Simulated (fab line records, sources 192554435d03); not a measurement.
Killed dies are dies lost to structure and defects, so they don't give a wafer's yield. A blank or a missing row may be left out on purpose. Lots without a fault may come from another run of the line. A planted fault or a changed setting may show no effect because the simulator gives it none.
Which tool did it? | flow n5_finfet | 24 lots, 72 wafers sampled, at 6 steps of a route of 1938

WHAT THE GAUGES READ, wafer by wafer
N5_SD_EPI_P_CD_MEAS_09: target cd 240 nm.
lot  | measured    | on        | cd_nm (nm)
L074 | day 3 04:04 | cd_sem-02 | 238.8 240.3 239.5
L075 | day 3 13:41 | cd_sem-01 | 239.0 239.5 240.1
L076 | day 3 21:42 | cd_sem-02 | 238.9 239.1 239.1
L077 | day 3 23:15 | cd_sem-02 | 239.3 238.6 239.0
L078 | day 4 09:01 | cd_sem-03 | 240.7 238.3 239.0
L079 | day 4 10:59 | cd_sem-02 | 239.5 238.7 239.4
L080 | day 4 20:53 | cd_sem-03 | 240.1 239.2 238.4
L081 | day 5 04:47 | cd_sem-03 | 238.7 239.7 238.8
L082 | day 5 04:57 | cd_sem-01 | 239.7 239.2 240.3
L083 | day 5 13:59 | cd_sem-02 | 238.5 238.7 238.8
L084 | day 6 00:02 | cd_sem-02 | 240.0 241.4 241.1
L085 | day 6 02:35 | cd_sem-01 | 239.0 239.2 240.2
L086 | day 6 09:00 | cd_sem-02 | 241.5 240.7 241.1
L087 | day 6 14:01 | cd_sem-01 | 239.0 239.9 239.8
L088 | day 6 23:14 | cd_sem-01 | 238.4 239.3 240.1
L089 | day 7 02:24 | cd_sem-01 | 238.5 239.4 237.8
L090 | day 7 08:13 | cd_sem-03 | 239.4 240.1 239.0
L091 | day 7 12:27 | cd_sem-01 | 240.2 238.7 238.9
L092 | day 7 19:36 | cd_sem-03 | 239.3 238.9 239.1
L093 | day 8 01:46 | cd_sem-01 | 238.8 239.6 238.8
L094 | day 8 05:35 | cd_sem-03 | 240.1 240.7 238.7
L095 | day 8 12:57 | cd_sem-02 | 240.3 240.5 240.8
L096 | day 8 18:53 | cd_sem-01 | 240.9 240.0 240.1
L097 | day 9 02:26 | cd_sem-02 | 239.6 239.1 239.6

N5_ILD0_THK_MEAS_04.
lot  | measured    | on            | thk_nm (nm)
L074 | day 3 12:23 | film_metro-01 | 197.7 197.1 197.8
L075 | day 3 21:57 | film_metro-01 | 196.1 198.4 195.4
L076 | day 4 04:58 | film_metro-01 | 196.6 199.8 198.8
L077 | day 4 07:28 | film_metro-01 | 197.5 196.5 198.2
L078 | day 4 17:10 | film_metro-02 | 197.5 196.2 194.7
L079 | day 4 19:06 | film_metro-02 | 197.2 198.7 198.3
L080 | day 5 05:41 | film_metro-02 | 198.0 198.6 195.2
L081 | day 5 13:01 | film_metro-02 | 197.8 195.0 197.4
L082 | day 5 13:10 | film_metro-01 | 199.0 197.2 194.7
L083 | day 6 00:14 | film_metro-02 | 194.8 195.8 198.0
L084 | day 6 08:47 | film_metro-02 | 196.9 196.8 197.4
L085 | day 6 10:45 | film_metro-01 | 196.2 197.8 197.1
L086 | day 6 16:28 | film_metro-01 | 194.4 196.3 197.4
L087 | day 6 22:02 | film_metro-01 | 196.5 197.1 196.0
L088 | day 7 06:35 | film_metro-01 | 198.4 195.5 197.4
L089 | day 7 10:35 | film_metro-02 | 197.0 197.3 196.7
L090 | day 7 16:52 | film_metro-02 | 196.3 197.1 196.4
L091 | day 7 19:54 | film_metro-01 | 195.4 199.3 198.0
L092 | day 8 05:01 | film_metro-02 | 197.3 196.6 195.3
L093 | day 8 09:37 | film_metro-01 | 199.4 197.2 200.2
L094 | day 8 15:42 | film_metro-02 | 195.6 197.8 195.5
L095 | day 8 22:35 | film_metro-02 | 196.1 197.7 194.7
L096 | day 9 02:10 | film_metro-01 | 196.4 197.1 195.5
L097 | day 9 11:54 | film_metro-01 | 197.1 195.2 197.2

N5_SDB_THK_MEAS_31.
lot  | measured    | on            | SDB_THK (nm)
L074 | day 3 20:29 | film_metro-01 | 66.2 64.5 63.3
L075 | day 4 06:17 | film_metro-01 | 67.0 66.4 63.7
L076 | day 4 13:34 | film_metro-01 | 64.0 63.0 65.0
L077 | day 4 15:34 | film_metro-01 | 62.5 63.6 64.3
L078 | day 5 02:04 | film_metro-02 | 65.6 63.1 64.7
L079 | day 5 04:28 | film_metro-02 | 62.5 61.4 61.9
L080 | day 5 13:56 | film_metro-01 | 61.9 63.3 62.5
L081 | day 5 21:53 | film_metro-01 | 61.9 62.7 60.5
L082 | day 5 21:59 | film_metro-02 | 66.5 62.4 64.1
L083 | day 6 08:24 | film_metro-02 | 64.7 63.0 63.0
L084 | day 6 17:01 | film_metro-01 | 64.7 63.4 64.3
L085 | day 6 19:09 | film_metro-02 | 63.3 66.5 66.0
L086 | day 7 00:53 | film_metro-01 | 63.6 64.6 64.1
L087 | day 7 06:16 | film_metro-01 | 66.8 65.8 65.7
L088 | day 7 14:35 | film_metro-02 | 63.8 63.7 63.5
L089 | day 7 19:13 | film_metro-02 | 63.7 63.8 61.4
L090 | day 8 01:49 | film_metro-02 | 64.9 62.5 62.4
L091 | day 8 04:25 | film_metro-01 | 64.9 65.6 66.8
L092 | day 8 13:01 | film_metro-01 | 64.3 63.6 65.1
L093 | day 8 17:43 | film_metro-02 | 61.9 64.8 63.2
L094 | day 8 23:47 | film_metro-01 | 65.2 64.1 64.8
L095 | day 9 06:49 | film_metro-02 | 65.6 63.2 65.6
L096 | day 9 10:16 | film_metro-01 | 64.9 63.0 65.8
L097 | day 9 21:03 | film_metro-02 | 63.9 65.6 62.4

N5_HKMG_FIN_CD_MEAS_49: target cd 202 nm.
lot  | measured    | on        | cd_nm (nm)
L074 | day 3 22:03 | cd_sem-02 | 201.1 201.5 200.5
L075 | day 4 07:53 | cd_sem-02 | 201.3 200.0 201.2
L076 | day 4 15:01 | cd_sem-01 | 201.0 200.7 200.1
L077 | day 4 17:08 | cd_sem-01 | 201.4 201.3 201.7
L078 | day 5 03:46 | cd_sem-01 | 202.7 202.1 202.0
L079 | day 5 06:13 | cd_sem-02 | 202.3 199.8 201.7
L080 | day 5 15:43 | cd_sem-03 | 201.7 202.4 201.9
L081 | day 5 23:22 | cd_sem-01 | 203.2 202.2 201.0
L082 | day 5 23:40 | cd_sem-01 | 201.0 200.5 200.4
L083 | day 6 10:19 | cd_sem-02 | 201.4 200.3 200.4
L084 | day 6 19:11 | cd_sem-03 | 203.0 202.6 202.7
L085 | day 6 21:02 | cd_sem-01 | 201.5 201.9 201.5
L086 | day 7 03:02 | cd_sem-03 | 202.0 202.4 202.1
L087 | day 7 08:08 | cd_sem-03 | 200.1 201.2 201.9
L088 | day 7 16:43 | cd_sem-01 | 201.1 201.8 201.2
L089 | day 7 20:50 | cd_sem-03 | 202.4 202.1 201.1
L090 | day 8 03:25 | cd_sem-03 | 202.9 202.6 203.7
L091 | day 8 05:55 | cd_sem-01 | 201.4 201.0 202.2
L092 | day 8 14:43 | cd_sem-01 | 201.9 200.5 201.9
L093 | day 8 19:24 | cd_sem-02 | 199.9 201.5 201.0
L094 | day 9 01:20 | cd_sem-03 | 201.4 202.1 202.3
L095 | day 9 08:17 | cd_sem-01 | 200.5 200.9 200.1
L096 | day 9 12:05 | cd_sem-03 | 203.0 201.6 201.2
L097 | day 9 22:37 | cd_sem-02 | 202.2 201.0 201.0

WHICH TOOL RAN EACH LOT (tool, then ch and the chambers of the sampled wafers, then the start)
lot  | N5_SDB_HM_OPEN_20                 | N5_SDB_CMP_30
L074 | rie_diel-01 ch 1,2,3, day 3 16:46 | cmp-03 ch 0,2,3, day 3 20:16
L075 | rie_diel-01 ch 0,1,2, day 4 02:19 | cmp-03 ch 1,2,3, day 4 05:59
L076 | rie_diel-02 ch 0,1,2, day 4 09:50 | cmp-04 ch 0,1,3, day 4 13:21
L077 | rie_diel-02 ch 1,2, day 4 11:58   | cmp-03 ch 0,2,3, day 4 15:19
L078 | rie_diel-01 ch 0,1, day 4 21:34   | cmp-01 ch 0,1, day 5 01:46
L079 | rie_diel-02 ch 0,3, day 4 23:40   | cmp-03 ch 0,2, day 5 04:12
L080 | rie_diel-05 ch 0,2,3, day 5 09:55 | cmp-01 ch 2,3, day 5 13:38
L081 | rie_diel-02 ch 1,2, day 5 17:15   | cmp-01 ch 1,2,3, day 5 21:43
L082 | rie_diel-01 ch 1,3, day 5 17:32   | cmp-03 ch 1,2,3, day 5 21:42
L083 | rie_diel-01 ch 0,2, day 6 04:43   | cmp-04 ch 2,3, day 6 08:07
L084 | rie_diel-05 ch 0,1,2, day 6 13:07 | cmp-04 ch 0,1,2, day 6 16:46
L085 | rie_diel-05 ch 0,1,2, day 6 15:34 | cmp-01 ch 0,1,3, day 6 18:52
L086 | rie_diel-05 ch 1,2,3, day 6 20:53 | cmp-03 ch 0,2,3, day 7 00:36
L087 | rie_diel-05 ch 0,1, day 7 02:40   | cmp-04 ch 0,2, day 7 05:58
L088 | rie_diel-05 ch 0,1,2, day 7 10:50 | cmp-03 ch 1,3, day 7 14:19
L089 | rie_diel-05 ch 2,3, day 7 15:33   | cmp-01 ch 0,2,3, day 7 19:02
L090 | rie_diel-02 ch 0,2,3, day 7 22:13 | cmp-01 ch 0,3, day 8 01:31
L091 | rie_diel-02 ch 0,2,3, day 8 00:16 | cmp-03 ch 0,2,3, day 8 04:08
L092 | rie_diel-01 ch 0,2,3, day 8 09:26 | cmp-03 ch 0,1,3, day 8 12:44
L093 | rie_diel-02 ch 0,2,3, day 8 14:06 | cmp-04 ch 0,2,3, day 8 17:26
L094 | rie_diel-02 ch 0,1,3, day 8 20:12 | cmp-03 ch 0,1,3, day 8 23:30
L095 | rie_diel-02 ch 0,1,3, day 9 03:14 | cmp-03 ch 0,1, day 9 06:32
L096 | rie_diel-05 ch 0,1, day 9 06:32   | cmp-03 ch 1,2, day 9 09:58
L097 | rie_diel-02 ch 0,3, day 9 16:44   | cmp-04 ch 0,2, day 9 20:45
- N5_SDB_HM_OPEN_20: chemistry CH3F/O2, target SiNx, stops on poly-Si, target depth 24 nm.
- N5_SDB_CMP_30: polishes, stops on poly-Si, t overpolish 1.54 s, target thk 30 nm.

WHAT THE TOOLS THEMSELVES READ (means of the sampled wafers that have a number; where no wafer has one, the mark that the record gives instead)
N5_SDB_HM_OPEN_20.
lot  | tool        | drypump_motor_current_A (A) | oes_product_au (a.u.) | rf_vpp_V (V) | showerhead_plenum_p_Torr (Torr) | throttle_valve_pct (%)
L074 | rie_diel-01 | 6.0                         | 0.63                  | 304          | 2.05                            | 16.35
L075 | rie_diel-01 | 6.2                         | 0.60                  | 299          | 2.02                            | 16.53
L076 | rie_diel-02 | 5.7                         | 0.65                  | 299          | 1.99                            | 16.39
L077 | rie_diel-02 | 5.8                         | 0.67                  | 307          | 2.00                            | 16.31
L078 | rie_diel-01 | 6.5                         | 0.57                  | 301          | 2.01                            | 16.40
L079 | rie_diel-02 | 5.5                         | 0.69                  | 286          | 1.98                            | 16.47
L080 | rie_diel-05 | 5.9                         | 0.62                  | 299          | 2.00                            | 16.36
L081 | rie_diel-02 | 5.8                         | 0.67                  | 307          | 2.00                            | 16.35
L082 | rie_diel-01 | 6.3                         | 0.59                  | 305          | 2.04                            | 16.23
L083 | rie_diel-01 | 5.9                         | 0.62                  | 298          | 2.02                            | 16.70
L084 | rie_diel-05 | 5.6                         | 0.61                  | 298          | 2.00                            | 16.54
L085 | rie_diel-05 | 5.7                         | 0.61                  | 297          | 2.00                            | 16.53
L086 | rie_diel-05 | 5.4                         | 0.59                  | 304          | 2.04                            | 16.48
L087 | rie_diel-05 | 5.8                         | 0.61                  | 292          | 1.99                            | 16.58
L088 | rie_diel-05 | 5.6                         | 0.60                  | 298          | 2.00                            | 16.55
L089 | rie_diel-05 | 5.8                         | 0.60                  | 302          | 2.01                            | 16.36
L090 | rie_diel-02 | 5.7                         | 0.67                  | 295          | 1.99                            | 16.44
L091 | rie_diel-02 | 5.6                         | 0.67                  | 294          | 1.99                            | 16.45
L092 | rie_diel-01 | 5.9                         | 0.61                  | 294          | 1.99                            | 16.62
L093 | rie_diel-02 | 5.6                         | 0.68                  | 294          | 1.99                            | 16.45
L094 | rie_diel-02 | 5.7                         | 0.64                  | 294          | 1.95                            | 16.41
L095 | rie_diel-02 | 5.7                         | 0.65                  | 294          | 1.95                            | 16.43
L096 | rie_diel-05 | 5.3                         | 0.59                  | 298          | 2.02                            | 16.72
L097 | rie_diel-02 | 5.5                         | 0.63                  | 285          | 1.97                            | 16.54

N5_SDB_CMP_30.
lot  | tool   | edge_zone_pressure_frac | motor_current_A (A) | overpolish_run_s (s) | time_to_endpoint_s (s)
L074 | cmp-03 | 0.999                   | 13.0                | 1.542                | 17
L075 | cmp-03 | 1.001                   | 12.7                | 1.545                | 13
L076 | cmp-04 | 1.005                   | 11.4                | 1.532                | 16
L077 | cmp-03 | 1.001                   | 13.6                | 1.538                | 16
L078 | cmp-01 | 1.002                   | 13.2                | 1.553                | 20
L079 | cmp-03 | 1.003                   | 13.9                | 1.539                | 17
L080 | cmp-01 | 0.997                   | 10.1                | 1.542                | 20
L081 | cmp-01 | 1.001                   | 11.2                | 1.544                | 19
L082 | cmp-03 | 0.998                   | 12.8                | 1.545                | 16
L083 | cmp-04 | 0.999                   | 12.0                | 1.537                | 15
L084 | cmp-04 | 0.997                   | 10.9                | 1.540                | 16
L085 | cmp-01 | 1.005                   | 12.2                | 1.549                | 20
L086 | cmp-03 | 1.002                   | 13.5                | 1.546                | 19
L087 | cmp-04 | 0.998                   | 12.0                | 1.547                | 11
L088 | cmp-03 | 1.004                   | 12.0                | 1.540                | 19
L089 | cmp-01 | 0.997                   | 11.2                | 1.537                | 18
L090 | cmp-01 | 0.997                   | 12.0                | 1.547                | 20
L091 | cmp-03 | 1.004                   | 13.2                | 1.539                | 19
L092 | cmp-03 | 0.999                   | 13.3                | 1.542                | 21
L093 | cmp-04 | 1.008                   | 12.2                | 1.536                | 15
L094 | cmp-03 | 1.000                   | 13.2                | 1.540                | 18
L095 | cmp-03 | 0.998                   | 14.1                | 1.539                | 15
L096 | cmp-03 | 0.997                   | 12.1                | 1.538                | 17
L097 | cmp-04 | 1.001                   | 12.0                | 1.539                | 19

THE ANSWER, worked out from the rows above alone
Rule: what is usual is taken from the lots themselves. Put in order of their means at a reading, lots are off if they are a third of the lots or fewer, leave a main group of 4 or more, and stand apart from it by a gap of 3 or more times the standard deviation of the main group's means; of several such gaps the widest counts. A main group whose means are all the same, to the digits that the tables above print for the reading, isn't used. A lot without any number at a reading at which 4 lots or more have one is off too. The other lots that the step has rows for count as sound. The gauges are gone through in route order, then the tools' own readings, and for those a lot's mean is taken as printed above. The first step at which some lot is off is used, and at that step the reading that is off furthest; a lot without a number counts as furthest.
No lot is off at any reading shown: from this, nothing can be told.

WHAT THE SIMULATOR HAD PUT IN
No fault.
